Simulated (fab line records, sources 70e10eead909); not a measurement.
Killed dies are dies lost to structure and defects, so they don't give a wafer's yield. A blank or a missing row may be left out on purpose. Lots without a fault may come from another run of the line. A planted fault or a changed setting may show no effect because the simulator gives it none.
A struck lot beside a sound one | flow nand_harc | 15 steps out of a route of 1302
Sound: wafers L894.3, L894.4, L894.5. Struck: wafers L898.2, L898.3, L898.4. The cause comes at the end.
At each step with rows: each side's tool, then ch and its chambers, then its first start. Under that, the readings that differ: sound wafers | struck wafers | difference of the means | sigmas: that difference in standard deviations of wafers without a fault.
alike: readings whose means differ by less than 2 such deviations, and words and numbers that are the same on both sides. not compared: withheld readings, readings that some wafer has no value for, bounds like >300 that may hide the same value, and numbers for which the record gives no deviation and whose values overlap.
The two part at a step that has a row with sigmas, a row that says differs or no value, or rows on one side only. Numbers that don't overlap but have no deviation are shown without sigmas and don't part them. A reading that every wafer of one side lacks parts them only if that side has two wafers or more.

first, 5 steps without rows for these wafers: NHARC_A_M0_SOFTBAKE_04 (time 55 s); NHARC_A_M0_EBR_05; NHARC_A_M0_EXPOSE_06 (exposes mask A M0, target cd 80 nm); NHARC_A_M0_PEB_07 (peb time 65 s); NHARC_A_M0_DEVELOP_08 (develop time 35 s).
NHARC_A_M0_CD_MEAS_09: target cd 80 nm.
  sound on cd_sem-02 ch 0, day 26 18:03; struck on cd_sem-01 ch 0, day 28 19:46
  alike: cd_nm
NHARC_A_M0_OVL_MEAS_10: pitch 160 nm.
  sound on overlay-01, day 26 18:08; struck on overlay-02, day 28 19:51
  alike: overlay_x_nm, overlay_y_nm
NHARC_A_M0_INSPECT_11:
  sound on defect_inspect-02, day 26 18:10; struck on defect_inspect-02, day 28 19:53
  alike: raw_defect_count
NHARC_A_M0_DESCUM_14: chemistry O2, time 3 s.
  sound on rie_diel-08 ch 0,1, day 26 18:14; struck on rie_diel-08 ch 1,2,3, day 28 19:57
  alike: chamber_pressure_mTorr, drypump_motor_current_A, oes_product_au, rf_vpp_V, showerhead_plenum_p_Torr, throttle_valve_pct
  not compared: rf_hours_counter_h
NHARC_A_M0_ETCH_34: etches the open film in N2/H2, target depth 40 nm, overetch 12 nm, time 43.94 s.
  sound on rie_diel-08 ch 0,3, day 26 18:20; struck on rie_diel-08 ch 0,2,3, day 28 20:02
  alike: chamber_pressure_mTorr, drypump_motor_current_A, oes_product_au, rf_vpp_V, showerhead_plenum_p_Torr, throttle_valve_pct
  not compared: rf_hours_counter_h
NHARC_A_M0_ETCH_15: etches the open film in C4F8/Ar, target depth 150 nm, overetch 15 nm, time 82.5 s.
  sound on rie_diel-08 ch 1,3; struck on rie_diel-08 ch 0,2,3
  alike: chamber_pressure_mTorr, oes_product_au, rf_vpp_V
  not compared: rf_hours_counter_h
NHARC_A_M0_CD_MEAS_16:
  sound on cd_sem-02, day 26 18:35; struck on cd_sem-02, day 28 20:15
  alike: cd_nm
NHARC_A_M0_STRIP_18: strips in N2/H2.
  sound on rie_diel-09 ch 0,1, day 26 18:41; struck on rie_diel-09 ch 0,1,2, day 28 20:19
  no value came back on the struck wafers for any of 7 readings (bias_w (W), chamber_pressure_mTorr (mTorr) and others); on the sound wafers bias_w (W) reads 0 0 0
  not compared: rf_hours_counter_h
then, 1 step without rows for these wafers: NHARC_A_M0_STRIP_19 (strips in post etch residue remover, time 600 s).
NHARC_END_SORT_01:
  sound on prober-02 ch 0, day 28 13:32; struck on prober-01 ch 0, day 30 10:17
  reading                  | sound       | struck         | difference | sigmas
  defect_limited_yield (%) | 90 90 90    | 4 5 4          | -86        | -28
  killed_at_array          | 64 63 64    | 647 639 642    | +579       | +28
  killed_dies              | 66 66 66    | 648 644 647    | +580       | +28
  sort_bin_2_pct (%)       | 2.5 3.7 3.5 | 89.1 88.9 90.1 | +86.1      | +62
  sort_n_pass              | 611 611 611 | 29 33 30       | -580       | -28
  sort_rim_yield_pct (%)   | 90 96 92    | 0 19 0         | -86        | -22
  sort_yield_pct (%)       | 90 90 90    | 4 5 4          | -86        | -28
  alike: killed_at_other, killed_at_periphery, killed_open, killed_short, sort_bin_3_pct, sort_bin_4_pct

WHERE THEY PART
First at NHARC_A_M0_STRIP_18; last, within this record, at NHARC_END_SORT_01.

WHY: what the simulator had put in
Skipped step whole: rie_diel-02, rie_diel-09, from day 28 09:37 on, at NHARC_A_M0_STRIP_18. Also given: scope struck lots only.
